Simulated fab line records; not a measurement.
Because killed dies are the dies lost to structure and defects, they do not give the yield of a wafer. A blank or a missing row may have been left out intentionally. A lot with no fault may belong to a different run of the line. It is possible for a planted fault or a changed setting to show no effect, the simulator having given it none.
3 desks looking at one fault || flow n5_finfet || numbers are kept per desk, each desk with only its own; the story behind them comes last

== AT THE METROLOGY DESK ==
What the gauges read, lot by lot, whatever tool the lot ran on: means of the sampled wafers that have a number. If a lot's mean is further than 4 standard deviations from the usual mean, the lot is out of limits and carries the mark OUT (the distance appears in the brackets).
Columns: A = cd_nm at N5_SD_EPI_P_CD_MEAS_09, usual 239.7 nm; B = SD_P_BLK_OVL at N5_SD_EPI_P_OVL_MEAS_10, usual -0.1 nm
{"lot": "L520", "first seen here": "day 5 01:00", "A": 239.5, "B": -1.0}
{"lot": "L521", "first seen here": "day 5 04:22", "A": 240.3, "B": 0.7}
{"lot": "L531", "first seen here": "day 7 16:19", "A": 239.9, "B": -1.9}
{"lot": "L532", "first seen here": "day 8 01:18", "A": 238.9, "B": -0.7}
{"lot": "L534", "first seen here": "day 8 13:02", "A": 240.6, "B": -0.1}
{"lot": "L535", "first seen here": "day 8 17:53", "A": 239.7, "B": 1.3}
This desk's finding: nothing out of limits on any of the 6 lots.

== THE TOOL OWNER'S DESK: rie_si-06 ==
The tool's own readings at N5_SD_EPI_P_SD_RECESS_17 (chemistry HBr/Cl2/O2, target depth 39.1 nm, bt time 3 s): means of the sampled wafers that have a number, for each lot that ran on this tool. If a lot's mean is further than 4 standard deviations from the usual mean, the lot is out of limits and carries the mark OUT (the distance appears in the brackets).
Columns: A = drypump_motor_current_A at N5_SD_EPI_P_SD_RECESS_17, usual 5.9 A; B = oes_product_au at N5_SD_EPI_P_SD_RECESS_17, usual 1.001 a.u.; C = throttle_valve_pct at N5_SD_EPI_P_SD_RECESS_17, usual 36.9 %
{"lot": "L520", "first seen here": "day 5 01:46", "A": 6.0, "B": 1.014, "C": 37.1}
{"lot": "L521", "first seen here": "day 5 05:47", "A": 6.0, "B": 1.002, "C": 37.1}
{"lot": "L534", "first seen here": "day 8 13:49", "A": 5.7, "B": 1.002, "C": 36.8}
This desk's finding: nothing out of limits on any of the 3 lots.

== THE DEFECT DESK ==
Lot by lot, what the route's inspections counted, given as the mean of those sampled wafers with a number. If a lot's mean is further than 4 standard deviations from the usual mean, the lot is out of limits and carries the mark OUT (the distance appears in the brackets).
Columns: A = raw_defect_count at N5_SD_EPI_P_INSPECT_11, usual 1.9
{"lot": "L520", "first seen here": "day 5 01:03", "A": 0.3}
{"lot": "L521", "first seen here": "day 5 04:25", "A": 3.0}
{"lot": "L531", "first seen here": "day 7 16:22", "A": 1.0}
{"lot": "L532", "first seen here": "day 8 01:22", "A": 2.7}
{"lot": "L534", "first seen here": "day 8 13:05", "A": 1.7}
{"lot": "L535", "first seen here": "day 8 17:56", "A": 2.3}
This desk's finding: nothing out of limits on any of the 6 lots.

== TAKEN TOGETHER ==
At the metrology desk, nothing out of limits was observed.
The desk of the tool owner found nothing out of limits.
Nothing out of limits was seen by the defect desk.

== WHAT THE SIMULATOR PUT IN ==
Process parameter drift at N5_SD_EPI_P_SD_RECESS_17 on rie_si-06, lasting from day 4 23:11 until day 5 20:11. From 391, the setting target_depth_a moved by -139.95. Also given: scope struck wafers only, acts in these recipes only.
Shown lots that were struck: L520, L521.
